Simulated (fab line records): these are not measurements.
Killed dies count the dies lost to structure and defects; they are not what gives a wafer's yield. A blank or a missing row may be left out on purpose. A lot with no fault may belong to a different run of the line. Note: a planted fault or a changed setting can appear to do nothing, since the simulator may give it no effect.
Matching of chambers	flow n5-finfet	4 sister chambers for N5_BEOL_M0_SAQP_ETCH_49 on rie-diel-03
The step etches SiO2 in CF4/O2, target depth 37 nm. 8 wafers are shown with their chamber, then 9 later ones without.

## WAFERS PAIRED WITH THEIR CHAMBERS
wafer	chamber	drypump-motor-current-A (A)	throttle-valve-pct (%)
L081.5	2	5.5	16.10
L085.6	0	5.0	15.40
L088.1	2	5.5	16.11
L088.3	1	5.3	15.71
L088.4	0	5.0	15.41
L090.2	1	5.3	15.72
L090.3	3	6.3	15.96
L090.5	3	6.2	15.97

## WAFERS WHOSE CHAMBER IS MISSING
wafer	drypump-motor-current-A (A)	throttle-valve-pct (%)
L089.1	5.0	15.41
L089.4	5.5	16.13
L089.5	5.3	15.72
L092.1	5.3	15.74
L092.2	5.0	15.43
L092.3	5.5	16.13
L097.3	6.3	15.96
L097.5	5.3	15.75
L097.6	5.5	16.14

## CHAMBER TAKEN BY EACH
wafer	from the rows above	in truth
L089.1	0	0
L089.4	2	2
L089.5	1	1
L092.1	1	1
L092.2	0	0
L092.3	2	2
L097.3	3	3
L097.5	1	1
L097.6	2	2
Correct placement for 9 of the 9. From these rows, 0 cannot be placed. Placed wrongly: 0.
How it was worked out, from the rows above alone: a wafer's distance from a chamber is the root of the sum, over the readings, of the square of ((its reading less the chamber's mean) divided by the reading's scatter). If the next closest chamber is less than 2 further off than the closest, the wafer can't be placed; otherwise it belongs to the closest. The mean given for a chamber averages the wafers shown for that chamber. The scatter: take each reading less its chamber's mean, square it, sum over the shown wafers, divide by the number of wafers less the number of chambers, and take the root.
